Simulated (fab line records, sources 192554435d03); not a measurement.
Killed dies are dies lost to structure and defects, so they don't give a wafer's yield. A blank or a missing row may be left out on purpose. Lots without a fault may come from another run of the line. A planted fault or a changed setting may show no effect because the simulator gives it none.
fab line records | flow n5_finfet
record lots=4 wafers=12 last_day=19
route steps=1938 shown BEOL_M15@1807 PASS1_DEP@1831 MIM_BOT@1832 MIM_TOP@1834 MIM_TOP_LITHO@1839 PASSIVATION@1936
lots that met no fault: from a run of the same line without faults
start_h: hours from the record's first day to the start of the lot's first wafer shown | wait_h: hours since the lot's step before | " the same as in the row above | L1.1+2: a row that stands for several wafers | - no value, or no start given | * or withheld: withheld | < > ~ a bound
route shown NAME@n: a module of which the file shows steps, and the number in the route of the first | usual: mean/standard deviation of fault-free wafers | same: alike in all rows | chamber/n: place in a boat | sites: the reading at each site | _std_site: their standard deviation | _edge_site: outer sites' mean less inner sites' | radius_mm: how far each site lies from the wafer's centre | mask NAME#n: copy n | behind: the tool/chamber that last shaped the wafer | hold: why the lot was held/for how many hours/how that ended | device: the transistor (n, p or np) that didn't switch | end of line: the same wafers' tests at the end of the route | a step without rows: its recipe alone | killed: dies lost to structure and defects at the first sort, not the wafer's yield | map: a wafer's dies, x killed, . not, _ none there
set.NAME: the setting as run; set.NAME@STEP: as run at that earlier step | model.NAME: the simulator's own value behind a step, which no gauge read
lots at some steps of the route; a table a step, a row a wafer
## steps
# step N5_BEOL_M15_DESCUM_33
# recipe chemistry=O2 time_s=7.9 source_power_w=50 bias_power_w=20 pressure_mtorr=20 rf_frequency_hz=2.712e+07 temp_c=40 o2_flow_sccm=225
# step N5_BEOL_M15_ETCH_61
# recipe chemistry=N2/H2 target=BARC target_depth_a=890 overetch_a=267 time_s=67.9 ion_energy_ev=200 pressure_mtorr=30 source_w=840 bias_w=150 n2_flow_sccm=200 h2_flow_sccm=200
# step N5_BEOL_M15_TRENCH_ETCH_34
# recipe chemistry=C4F8/O2/Ar target=SiO2 target_depth_a=8729.3 he_inner_torr=15 he_outer_torr=30 time_s=199 ion_energy_ev=800 pressure_mtorr=20 source_w=1905 bias_w=2040 Ar_flow_sccm=400 C4F8_flow_sccm=16 O2_flow_sccm=12
# step N5_BEOL_M15_STRIP_36
# recipe chemistry=O2 power_w=600 temp_c=60 pressure_mtorr=30 rf_frequency_hz=6e+07 bias_power_w=0 overash_fraction=0.3 o2_flow_sccm=225
# step N5_BEOL_M15_STRIP_62
# recipe chemistry=O2 power_w=600 temp_c=60 pressure_mtorr=30 rf_frequency_hz=6e+07 bias_power_w=0 overash_fraction=0.3 o2_flow_sccm=225
# step N5_BEOL_M15_STRIP_37
# recipe chemistry=O2 power_w=600 temp_c=60 pressure_mtorr=30 rf_frequency_hz=6e+07 bias_power_w=0 overash_fraction=0.3 o2_flow_sccm=225
# step N5_BEOL_M15_ETCH_38
# recipe chemistry=CF4/N2 target=SiCN target_depth_a=1064 taper_deg=2 time_s=120.5 ion_energy_ev=150 mask_material=SiO2 pressure_mtorr=40 source_w=430 bias_w=70 Ar_flow_sccm=100 cf4_flow_sccm=60 n2_flow_sccm=60
# step N5_BEOL_M15_PRECLEAN_39
# recipe chemistry=residue_remover time_s=60 temp_c=40
# step N5_BEOL_M15_SRD_40
# recipe time_s=30 temp_c=23 rinse_liquid=diw dry=n2_spin spin_rpm=1500 dry_time_s=30
# step N5_BEOL_M15_DEGAS_41
# recipe ambient=vacuum temp_c=300 time_s=60
# step N5_BEOL_M15_PRE_CLEAN_42
# recipe gas=H2/He time_s=30 temp_c=300
# step N5_BEOL_M15_SPUTTER_43
# recipe material=TaN target_thk_a=150 temp_c=50 bias_v=168.6 power_w=15000 chamber_pressure_pa=0.12 time_s=24.19
# usual throttle_valve_pct=30.1/0.88
# columns lot.wafer tool chamber start_h wait_h throttle_valve_pct
L464.1 pvd_sputter-01 - 286.25 0.0 31.2
L464.2 " - " " 30.5
L464.6 " - " " 30.4
L474.1 pvd_sputter-03 - 369.23 0.0 30.2
L474.2 " - " " 30.2
L474.5 " - " " 30.3
L478.1 pvd_sputter-03 - 382.98 0.0 29.9
L478.2 " - " " 30.3
L478.3 " - " " 30.0
L479.2 pvd_sputter-03 - 398.97 0.0 31.0
L479.5 " - " " 30.1
L479.6 " - " " 30.7
# step N5_BEOL_M15_SPUTTER_44
# recipe material=Ta target_thk_a=150 temp_c=50 bias_v=80 power_w=15000 chamber_pressure_pa=0.07 time_s=24.19
# step N5_BEOL_M15_SPUTTER_45
# recipe material=Cu target_thk_a=1000 temp_c=-20 bias_v=60 power_w=26000 chamber_pressure_pa=0.13 time_s=16.67
# step N5_BEOL_M15_ECD_47
# recipe material=Cu target_thk_a=18600
# step N5_BEOL_M15_ANNEAL_48
# recipe temp_c=225 time_s=90 ambient=N2
# step N5_BEOL_M15_CMP_49
# recipe stop_on=SiO2 t_overpolish_s=4.9 down_force_psi=2 platen_rpm=80 clearing_platen_down_force_psi=2 clearing_platen_rpm=80 post_cmp_clean=cu_alkaline target_thk_nm=850 clearing_platen_pad_velocity_m_s=1.5917 pad_velocity_m_s=1.5917
# step N5_BEOL_M15_PRE_CLEAN_52
# recipe gas=NH3 time_s=15 temp_c=withheld rf_power_w=300
# step N5_BEOL_M15_DEP_53
# recipe material=SiCN target_thk_a=500 temp_c=withheld precursor=3MS/NH3 pressure_torr=3 rf_w=675 time_s=17.8
# step N5_PASSIVATION_PECVD_00
# recipe material=SiO2 target_thk_a=2000 temp_c=400 precursor=SiH4/N2O pressure_torr=2.7 rf_w=608 time_s=11.2
# step N5_MIM_BOT_DEGAS_01
# recipe ambient=vacuum temp_c=300 time_s=60
# step N5_MIM_BOT_SPUTTER_00
# recipe material=TiN target_thk_a=350 temp_c=200 power_w=3000 chamber_pressure_pa=0.49996 gas=Ar reactive_partial_pa=0.37997 time_s=89.7
# step N5_MIM_TOP_ALD_00
# recipe material=Al2O3 target_thk_a=* temp_c=withheld ald_precursor_family=TMA ald_co_reactant=O3 pulse_time_s=withheld purge_time_s=3 co_reactant_purge_time_s=withheld co_reactant_pulse_time_s=3 ald_cycles=withheld
# step N5_MIM_TOP_ALD_01
# recipe material=HfO2 target_thk_a=56 temp_c=withheld ald_precursor_family=Hf-amide ald_co_reactant=O3 pulse_time_s=1 purge_time_s=3 co_reactant_purge_time_s=2 co_reactant_pulse_time_s=3 ald_cycles=62
# step N5_MIM_TOP_ALD_02
# recipe material=Al2O3 target_thk_a=* temp_c=withheld ald_precursor_family=TMA ald_co_reactant=O3 pulse_time_s=withheld purge_time_s=3 co_reactant_purge_time_s=withheld co_reactant_pulse_time_s=3 ald_cycles=withheld
# step N5_MIM_TOP_DEGAS_04
# recipe ambient=vacuum temp_c=300 time_s=60
# step N5_MIM_TOP_SPUTTER_03
# recipe material=TiN target_thk_a=350 temp_c=200 power_w=3000 chamber_pressure_pa=0.49996 gas=Ar reactive_partial_pa=0.37997 time_s=89.7
# step N5_MIM_TOP_LITHO_HMDS_01
# recipe time_s=60 temp_c=120
# step N5_MIM_TOP_LITHO_COAT_02
# recipe spin_rpm=* resist_thk_nm=*
# step N5_MIM_TOP_LITHO_EBR_04
# recipe solvent=PGMEA ebr_width_mm=1.5
# step N5_MIM_TOP_LITHO_SOFTBAKE_03
# recipe temp_c=100 time_s=90
# step N5_MIM_TOP_LITHO_EXPOSE_05
# recipe mask_id=MIM_TOP na=0.55 source_shape=conventional sigma_outer=0.8 polarization=unpolarized target_cd_nm=2000 dose_mj=20.5
# step N5_MIM_TOP_LITHO_PEB_06
# recipe peb_temp_c=withheld peb_time_s=*
# step N5_MIM_TOP_LITHO_DEVELOP_07
# recipe develop_time_s=60 rinse_liquid=diw dry=air_spin dev_temp_c=21
# step N5_MIM_TOP_LITHO_HARDBAKE_09
# recipe temp_c=130 time_s=120
# step N5_PASSIVATION_PROBE_49
# usual defect_limited_yield=91.1/1.4 killed_at_M0_to_M3=34/11 killed_at_M4_up=14/5.6 killed_at_contacts=13/5.9 killed_at_front_end=40/11 killed_at_other=4/3.1 killed_dies=105/16 killed_on_rim=14/4.2 killed_open=68/11 killed_short=34/8.4 sort_bin_4_leakage=0.01/0.11 sort_bin_5_function=5.2/0.86 sort_bin_6_memory=3.2/0.7 sort_bin_8_speed=0.1/1.1 sort_n_pass=1074/21 sort_yield_pct=91.0/1.8
# same gross_dies=1180 killed_at_back_side=0
# columns lot.wafer tool chamber start_h wait_h defect_limited_yield[%] killed_at_M0_to_M3 killed_at_M4_up killed_at_contacts killed_at_front_end killed_at_other killed_dies killed_on_rim killed_open killed_short sort_bin_4_leakage[%] sort_bin_5_function[%] sort_bin_6_memory[%] sort_bin_8_speed[%] sort_n_pass sort_yield_pct[%]
L464.1 prober-01 - 300.08 0.0 92.3 30 19 7 34 1 91 7 66 25 0 3.9 3.8 0 1089 92.3
L464.2 prober-01 - 300.13 0.1 91.8 32 16 7 36 6 97 14 64 30 0 5.9 2.2 0 1083 91.8
L464.6 prober-01 - 300.33 0.3 91.9 30 23 6 35 1 95 17 67 28 0 5.1 2.8 0 1085 91.9
L474.1 prober-01 - 389.25 0.0 90.3 41 16 17 35 5 114 12 79 34 0 5.7 3.7 0 1066 90.3
L474.2 prober-01 - 389.30 0.1 90.3 39 9 18 44 4 114 14 77 36 0 6.7 2.5 0 1066 90.3
L474.5 prober-01 - 389.45 0.2 88.9 40 19 15 51 6 131 10 88 41 1.27 7.0 3.6 0.1 1034 87.6
L478.1 prober-01 - 402.73 0.0 79.7 32 163 12 31 2 240 24 68 23 0 11.9 4.3 0 940 79.7
L478.2 prober-01 - 402.78 0.1 84.8 25 113 9 22 10 179 30 40 30 0 8.8 2.6 0 1001 84.8
L478.3 prober-01 - 402.83 0.1 79.4 30 169 5 33 6 243 17 60 29 0 11.2 4.3 11.6 800 67.8
L479.2 prober-02 - 464.43 0.1 80.7 32 144 9 39 4 228 34 66 29 0 11.3 3.6 0 952 80.7
L479.5 prober-02 - 464.58 0.2 82.1 36 124 4 44 3 211 28 73 29 0 11.0 3.4 0 969 82.1
L479.6 prober-02 - 464.63 0.3 80.7 38 142 7 39 2 228 30 69 27 0 12.0 4.0 0 952 80.7
# killed by level:class
L464.1 STI_FIN_REVEAL:geometric_particle:open=13 BEOL_M0_SAQP:geometric_particle:open=8 BEOL_M2:geometric_particle:open=8 BEOL_M5:geometric_particle:open=6 MOL_CONTACT_COAG:geometric_particle:open=6 FIN_SAQP:geometric_particle:open=5 BEOL_M4:geometric_particle:open=5 BEOL_M0_SAQP:geometric_particle:short=5
L464.2 FIN_SAQP:geometric_particle:open=9 BEOL_M2:geometric_particle:open=9 BEOL_M0_SAQP:geometric_particle:open=7 BEOL_M0_SAQP:geometric_particle:short=7 FIN_SAQP:geometric_particle:short=6 BEOL_M4:geometric_particle:open=6 DUMMY_GATE:geometric_particle:open=4 MOL_CONTACT_COAG:geometric_particle:open=4
L464.6 BEOL_M2:geometric_particle:open=14 BEOL_M4:geometric_particle:open=10 FIN_SAQP:geometric_particle:short=7 DUMMY_GATE:geometric_particle:open=7 MOL_CONTACT_COAG:geometric_particle:open=6 FIN_SAQP:geometric_particle:open=5 STI_FIN_REVEAL:geometric_particle:open=5 GATE_CUT:geometric_particle:short=4
L474.1 MOL_CONTACT_COAG:geometric_particle:open=15 BEOL_M0_SAQP:geometric_particle:open=14 BEOL_M1:geometric_particle:open=9 FIN_SAQP:geometric_particle:short=8 BEOL_M4:geometric_particle:open=8 BEOL_M0_SAQP:geometric_particle:short=7 DUMMY_GATE:geometric_particle:open=5 GATE_CUT:geometric_particle:open=4
L474.2 MOL_CONTACT_COAG:geometric_particle:open=17 STI_FIN_REVEAL:geometric_particle:open=11 BEOL_M0_SAQP:geometric_particle:open=10 BEOL_M0:geometric_particle:open=10 FIN_SAQP:geometric_particle:short=9 BEOL_M0_SAQP:geometric_particle:short=8 BEOL_M4:geometric_particle:open=7 STARTING-WAFER:geometric_particle:short=5
L474.5 STI_FIN_REVEAL:geometric_particle:open=16 MOL_CONTACT_COAG:geometric_particle:open=12 BEOL_M4:geometric_particle:open=12 BEOL_M0_SAQP:geometric_particle:open=11 BEOL_M0_SAQP:geometric_particle:short=11 DUMMY_GATE:geometric_particle:open=9 BEOL_M1:geometric_particle:open=7 FIN_SAQP:geometric_particle:short=6
L478.1 BEOL_M15:unspecified=148 MOL_CONTACT_COAG:geometric_particle:open=11 FIN_SAQP:geometric_particle:open=10 BEOL_M0_SAQP:geometric_particle:open=10 FIN_SAQP:geometric_particle:short=6 BEOL_M0_SAQP:geometric_particle:short=6 BEOL_M1:geometric_particle:open=6 BEOL_M7:geometric_particle:open=5
L478.2 BEOL_M15:unspecified=109 BEOL_M0_SAQP:geometric_particle:short=9 BEOL_M0_SAQP:geometric_particle:open=8 FIN_SAQP:geometric_particle:short=7 MOL_CONTACT_COAG:geometric_particle:open=7 FIN_SAQP:geometric_particle:open=5 BEOL_M3:geometric_particle:open=5 MIM_TOP_ETCH:geometric_particle:short=4
L478.3 BEOL_M15:unspecified=154 FIN_SAQP:geometric_particle:short=14 BEOL_M0_SAQP:geometric_particle:open=8 BEOL_M1:geometric_particle:open=8 BEOL_M0_SAQP:geometric_particle:short=7 FIN_SAQP:geometric_particle:open=6 BEOL_M4:geometric_particle:open=6 BEOL_M7:geometric_particle:open=6
L479.2 BEOL_M15:unspecified=128 BEOL_M2:geometric_particle:open=9 FIN_SAQP:geometric_particle:open=8 BEOL_M3:geometric_particle:open=8 MOL_CONTACT_COAG:geometric_particle:open=7 DUMMY_GATE:geometric_particle:open=5 ILD0:geometric_particle:short=5 BEOL_M2:geometric_particle:short=5
L479.5 BEOL_M15:unspecified=109 BEOL_M3:geometric_particle:open=12 STI_FIN_REVEAL:geometric_particle:open=9 FIN_SAQP:geometric_particle:open=8 DUMMY_GATE:geometric_particle:open=7 BEOL_M0_SAQP:geometric_particle:open=6 BEOL_M4:geometric_particle:open=6 BEOL_M0_SAQP:geometric_particle:short=5
L479.6 BEOL_M15:unspecified=127 BEOL_M0_SAQP:geometric_particle:open=11 FIN_SAQP:geometric_particle:open=9 STI_FIN_REVEAL:geometric_particle:open=6 ILD0:geometric_particle:open=6 MOL_CONTACT_COAG:geometric_particle:open=6 BEOL_M3:geometric_particle:open=6 BEOL_M0_SAQP:geometric_particle:short=5
# map L478.3 (x killed, . not)
_________________......x.....________________
______________..........x......._____________
___________.x.....x........x.......__________
__________.........................._________
________.x............x...........x..._______
_______............................x..x______
______.x....x...............x......x...._____
_____....x.............x.....x........x..____
____....x.x....x..x..............x........___
___....x....x.....x............x..........x__
___.......x.....x......xxx..x.x...x..x.....__
__..............x.x...xxx.xx.x.x............_
__.................x..xxxxxxxxx.xx.........x_
_.....................xxxxxxxxxxxxx....x.....
_...x..........x..x...xxxxxxxxxxxxx..........
_..x................xxxxxxxxxxxxxxx.x.......x
_.x................xxxxxxxxxxxxxxxxxx....x...
_..................xxxxxxxxxxxxxxxxx........x
_............x.......xxxxxxxxxxxxxx......x...
_.x..................xx.xxxxxxxxxxxx....x....
_....................x.xxxxxxxxxxxxx.........
__....x.....x..........xxxxxxxx............._
__...............x...x....x.x.x..x.x........_
___.................x..xx.xxxx..x..x.......__
___.....xx..................x............x.__
____................x...........x.x.......___
_____....................x..........x....____
______...........x............x........._____
_______......x...............x..x......______
________.................x..x........._______
__________.x.......................x_________
___________.x........x...........x.__________
______________.........x..x....x_____________
_________________xx..........________________
# map L479.2 (x killed, . not)
_________________....x.......________________
______________.......x.........._____________
___________...x..x..x......x.......__________
__________................x.x......._________
________.x.........................x.._______
_______.....................x.x....xx..______
______.............xx.x.......x........._____
_____....................................____
____xx...................x................___
___......xx.....x.....x..x....xx...........__
___.......x..x.....xx.....................x__
__.........x.........x...xx................x_
__....................................x....._
_..xx.x..........................x..........x
_...xx..x.....x.........x...........x.......x
_.................x..........................
_.....x.............x..............x...x.....
_..x.................x...........x.......x...
_..xx...........x.........................x..
_.....x.............x....x..x.........xx.....
_........x.....x..x....x...................x.
__.x....x......................x....xx..x..x_
__x...x......................x.............._
___.........x.....x..............x.........__
___.....x...x.x.xxxxxx.x...................__
____...x.x..x.xxxxxxx..x..................___
_____..x.xxxxxxxxxxxxxxxx..x............x____
______....x.xxxxxxxxxxxxxx.x..x........._____
_______..x..xxxxxxxxxxxxx..............______
________..xxxxxxxxxxxxxxxxx..........._______
__________xxxxxxxxxxxxxxxx.......x.._________
___________xxxxxxxxxxxxxx..........__________
______________xxxxxxxxxxx..x...x_____________
_________________xxxxxxxx....________________
## key
first_sign step=N5_PASSIVATION_PROBE_49 reading=killed_at_M4_up direction=up sigmas=23 usual=14 struck=142
effect step=N5_PASSIVATION_PROBE_49 reading=defect_limited_yield direction=down sigmas=7.2 usual=91.1 struck=81.2
more_kills_born_at N5_BEOL_M15_SPUTTER_43@pvd_sputter-03=775
met_at N5_BEOL_M15_SPUTTER_43
struck_wafers L478.1,L478.2,L478.3,L479.2,L479.5,L479.6
onset_between 369.23 382.98
also_fits time
fault kind=chamber_particle_source tool=pvd_sputter-03 chamber=- onset_h=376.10 steps=N5_BEOL_M15_SPUTTER_43 rate_per_visit_cm2=1.8676 end_h=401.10
